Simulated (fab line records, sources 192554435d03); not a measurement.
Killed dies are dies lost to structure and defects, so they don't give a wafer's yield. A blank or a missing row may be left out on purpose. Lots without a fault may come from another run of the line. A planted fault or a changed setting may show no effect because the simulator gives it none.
Problem report in the 8D (eight disciplines) form, filled by code | flow n5_finfet | the parts of the form that need people (team, actions taken, sign-off) are left out

1. THE PROBLEM
run_length_s at N5_BEOL_M0_CO_CAP_123 reads a mean of 194.4 s on 1 wafer of 1 lot; wafers without a fault read 125.2 s with a standard deviation of 0.65. That is +99 or more standard deviations from the usual mean.
The step: material Co, precursor CCTBA/H2, target thk 2 nm, time 102.1 s.
First seen on wafer L565.6, day 9 23:08, on cvd_co-01. The record holds 31 wafers of 11 lots with a number at this step. Rule for "out", or "out of limits": more than 4 standard deviations from the usual mean. The other wafers with a number count as sound.

2. WHAT IT IS AND WHAT IT IS NOT
question                    | is               | is not
which readings at this step | run_length_s     | heater_power_w
which lots                  | L565             | L550, L551, L552, L553, L554, L555, L556, L557, L569, L571
which wafers of those lots  | L565.6           | L565.5
read on which tools         | cvd_co-01        | cvd_co-02
when                        | from day 9 23:08 | up to then (24 sound wafers); but 6 sound wafers of L569, L571 came after

3. SUSPECTS, AND WHAT RULES EACH OUT
Counting: a tool at a process step up to the reading stays a suspect if it ran every lot that is out. Sound lots after the first of them don't rule it out here, since some wafers of a struck lot are sound.
- pvd_sputter-02 at N5_BEOL_M0_SPUTTER_132 (material Cu, target thk 4 nm, time 7.37 s): kept. It ran the lot that is out, L565 (day 9 22:01).
- pvd_sputter-02 at N5_BEOL_M0_ANNEAL_133 (time 60 s): kept. It ran the lot that is out, L565 (day 9 22:05).
- rtp_anneal-02 at N5_BEOL_M0_ANNEAL_119 (time 90 s): kept. It ran the lot that is out, L565 (day 9 22:35); its last sound lot up to then is L557 (day 8 05:17).
- cvd_co-01 at N5_BEOL_M0_CO_CAP_123 (material Co, precursor CCTBA/H2, target thk 2 nm, time 102.1 s): kept. It ran the lot that is out, L565 (day 9 23:08); its last sound lot up to then is L556 (day 7 16:04). Its own readings are out on those wafers: run_length_s.
- Within cvd_co-01 at N5_BEOL_M0_CO_CAP_123: the wafers that are out ran in chamber 0; their sound lot-mates ran in chamber 1.
Left after counting: pvd_sputter-02 at N5_BEOL_M0_SPUTTER_132, pvd_sputter-02 at N5_BEOL_M0_ANNEAL_133, rtp_anneal-02 at N5_BEOL_M0_ANNEAL_119, cvd_co-01 at N5_BEOL_M0_CO_CAP_123.

4. THE CAUSE (what the simulator had put in)
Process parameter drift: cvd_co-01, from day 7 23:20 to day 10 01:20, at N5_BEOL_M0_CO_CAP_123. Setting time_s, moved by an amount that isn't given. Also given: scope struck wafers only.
Counting left 4 suspects, and this tool is among them.

5. THE CHAIN OF EFFECTS, in route order
Each row: a reading whose mean over the struck wafers that have a number lies more than 3 standard deviations from the usual. Only readings for which the record gives a usual standard deviation are gone through. hours: the time from each lot's start at the first step in this table that gives one to its start at this step, as a median over the lots. sigmas: the change in usual standard deviations.
hours | step                  | reading      | usual   | on struck wafers | change | sigmas
0     | N5_BEOL_M0_CO_CAP_123 | run_length_s | 125.2 s | 194.4            | +69.2  | +99 or more
The process steps in it:
- N5_BEOL_M0_CO_CAP_123: material Co, precursor CCTBA/H2, target thk 2 nm, time 102.1 s.
Later measuring or inspecting steps at which every struck wafer that the step has a row for has a number for every such reading, and none has moved that far: N5_BEOL_M4_RC_MEAS_101.

6. WHAT WOULD HAVE CAUGHT IT SOONER
In this record the first reading out of limits was taken at day 9 23:08, 48 hours after the fault began at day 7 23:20.
